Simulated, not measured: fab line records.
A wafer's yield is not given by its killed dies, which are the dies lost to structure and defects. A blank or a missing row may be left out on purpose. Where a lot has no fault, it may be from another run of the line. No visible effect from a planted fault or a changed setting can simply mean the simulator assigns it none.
Which tool did it? | flow n5-finfet | 31 wafers from 11 lots sampled at 4 of the route's 1938 steps

== WHAT THE GAUGES SHOWED, per wafer ==
N5_BEOL_M7_OCD_MEAS_38.
lot  | measured     | on     | trench-depth-nm (nm)
L361 | day 10 00:33 | ocd-02 | 96.0 93.5 92.3
L362 | day 10 04:48 | ocd-01 | 95.5 93.7 93.2
L365 | day 11 02:07 | ocd-01 | 96.0 92.2 96.7
L366 | day 11 13:22 | ocd-02 | 95.3 92.3 93.1
L371 | day 12 09:14 | ocd-02 | 92.9 93.9 91.3
L374 | day 13 07:32 | ocd-01 | 94.3 94.5 92.7
L373 | day 13 15:31 | ocd-01 | 95.7 92.6 94.6
L375 | day 13 15:55 | ocd-02 | 93.3 95.0 90.2
L376 | day 14 00:15 | ocd-02 | 93.6 95.1 90.6
L378 | day 14 20:07 | ocd-01 | 94.1 95.4
L381 | day 15 01:56 | ocd-01 | 93.7 95.8

== TOOL THAT RAN EACH LOT (tool first, then ch and the chambers of the sampled wafers, then the start) ==
lot  | N5_BEOL_M7_ETCH_62                 | N5_BEOL_M7_STRIP_19                | N5_BEOL_M7_ETCH_66
L361 | rie-diel-04 ch 1,3, day 9 21:01    | rie-diel-04 ch 0,2,3, day 9 21:19  | rie-diel-02 ch 1,2,3, day 10 00:12
L362 | rie-diel-02 ch 0,2,3, day 10 03:02 | rie-diel-04 ch 1,2,3, day 10 03:20 | rie-diel-01 ch 0,1,2, day 10 04:27
L365 | rie-diel-04 ch 0,1,3, day 11 00:07 | rie-diel-01 ch 2,3, day 11 00:27   | rie-diel-04 ch 0,1,3, day 11 01:46
L366 | rie-diel-01 ch 1,2,3, day 11 08:13 | rie-diel-02 ch 0,2,3, day 11 08:32 | rie-diel-01 ch 0,1,3, day 11 13:01
L371 | rie-diel-04 ch 2,3, day 12 07:24   | rie-diel-01 ch 0,3, day 12 07:50   | rie-diel-01 ch 0,1,2, day 12 08:53
L374 | rie-diel-04 ch 0,2,3, day 13 05:11 | rie-diel-04 ch 1,2,3, day 13 05:36 | rie-diel-04 ch 1,2,3, day 13 07:10
L373 | rie-diel-02 ch 1,2, day 13 12:59   | rie-diel-02 ch 1,2,3, day 13 13:18 | rie-diel-04 ch 1,2,3, day 13 15:10
L375 | rie-diel-04 ch 2,3, day 13 13:19   | rie-diel-02 ch 1,2, day 13 13:37   | rie-diel-04 ch 0,3, day 13 15:34
L376 | rie-diel-01 ch 1,2, day 13 21:57   | rie-diel-04 ch 1,3, day 13 22:28   | rie-diel-02 ch 1,2,3, day 13 23:54
L378 | rie-diel-01 ch 0,3, day 14 18:44   | rie-diel-04 ch 1,2, day 14 19:03   | rie-diel-04 ch 2,3, day 14 19:46
L381 | rie-diel-02 ch 1,2, day 14 22:35   | rie-diel-01 ch 0,2, day 14 22:55   | rie-diel-04 ch 1,2, day 15 01:35
- N5_BEOL_M7_ETCH_62: etches SOC in N2/H2, target depth 110 nm, overetch 22 nm, time 165 s.
- N5_BEOL_M7_STRIP_19: strips in O2.
- N5_BEOL_M7_ETCH_66: etches SOC in N2/H2, target depth 80 nm, overetch 16 nm, time 120 s.

== THE ANSWER, worked out from the rows above alone ==
Rule: the lots themselves supply what counts as usual. The widest of any qualifying gaps counts: lots, ordered by their means at a reading, are off when they make up no more than a third of the lots, leave a main group of 4 or more, and stand apart from it by 3 or more times the standard deviation of that group's means. A main group whose means are all the same, to the digits that the tables above print for the reading, isn't used. Also off: a lot with no number at a reading for which 4 or more lots have one. Any other lot the step has rows for is counted as sound.
Nothing can be told from this: no lot is off at any reading shown.

== WHAT HAD BEEN PUT IN BY THE SIMULATOR ==
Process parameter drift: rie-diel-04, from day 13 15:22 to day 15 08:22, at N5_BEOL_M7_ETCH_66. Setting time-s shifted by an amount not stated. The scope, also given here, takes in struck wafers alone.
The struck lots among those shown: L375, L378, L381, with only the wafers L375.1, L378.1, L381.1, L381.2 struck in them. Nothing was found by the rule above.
